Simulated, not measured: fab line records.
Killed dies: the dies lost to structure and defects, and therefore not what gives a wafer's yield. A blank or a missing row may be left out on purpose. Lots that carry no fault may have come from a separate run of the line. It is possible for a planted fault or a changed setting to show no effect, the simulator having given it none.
Chamber matching :: flow n5 finfet :: N5_BEOL_M8_DEP_56 on pecvd-01: 3 sister chambers
The step deposits SiCN from 3MS/NH3, target thk 10 nm, time 17.5 s. 6 wafers are shown with their chamber, then 7 later ones without.

## WAFERS, EACH WITH ITS CHAMBER
wafer: L082.6
chamber: 1
showerhead plenum p Torr (Torr): 3.682
throttle valve pct (%): 9.3

wafer: L083.2
chamber: 0
showerhead plenum p Torr (Torr): 3.635
throttle valve pct (%): 9.6

wafer: L083.3
chamber: 2
showerhead plenum p Torr (Torr): 3.637
throttle valve pct (%): 8.5

wafer: L083.4
chamber: 2
showerhead plenum p Torr (Torr): 3.648
throttle valve pct (%): 8.9

wafer: L091.1
chamber: 0
showerhead plenum p Torr (Torr): 3.641
throttle valve pct (%): 9.6

wafer: L091.2
chamber: 1
showerhead plenum p Torr (Torr): 3.678
throttle valve pct (%): 9.2

## WAFERS WHOSE CHAMBER IS MISSING
wafer: L091.4
showerhead plenum p Torr (Torr): 3.643
throttle valve pct (%): 9.8

wafer: L094.2
showerhead plenum p Torr (Torr): 3.642
throttle valve pct (%): 8.7

wafer: L094.3
showerhead plenum p Torr (Torr): 3.684
throttle valve pct (%): 9.3

wafer: L094.4
showerhead plenum p Torr (Torr): 3.636
throttle valve pct (%): 8.6

wafer: L095.2
showerhead plenum p Torr (Torr): 3.643
throttle valve pct (%): 8.8

wafer: L095.3
showerhead plenum p Torr (Torr): 3.637
throttle valve pct (%): 9.6

wafer: L095.5
showerhead plenum p Torr (Torr): 3.646
throttle valve pct (%): 8.6

## WHICH CHAMBER EACH ONE RAN IN
wafer: L091.4
from the rows above: 0
in truth: 0

wafer: L094.2
from the rows above: 2
in truth: 2

wafer: L094.3
from the rows above: 1
in truth: 1

wafer: L094.4
from the rows above: 2
in truth: 2

wafer: L095.2
from the rows above: 2
in truth: 2

wafer: L095.3
from the rows above: 0
in truth: 0

wafer: L095.5
from the rows above: 2
in truth: 2
7 of 7 placed correctly. Can't be placed from these rows: 0. Placed wrongly: 0.
How it was worked out, from the rows above alone: a wafer's distance from a chamber is the root of the sum, over the readings, of the square of ((its reading less the chamber's mean) divided by the reading's scatter). The wafer belongs to the nearest chamber; if the next one is less than 2 further off, it can't be placed. For every chamber, the mean is computed from those of its wafers that are shown. The scatter is the square root of a quotient: the sum, over the shown wafers, of each reading's squared deviation from its chamber's mean, divided by wafers minus chambers.
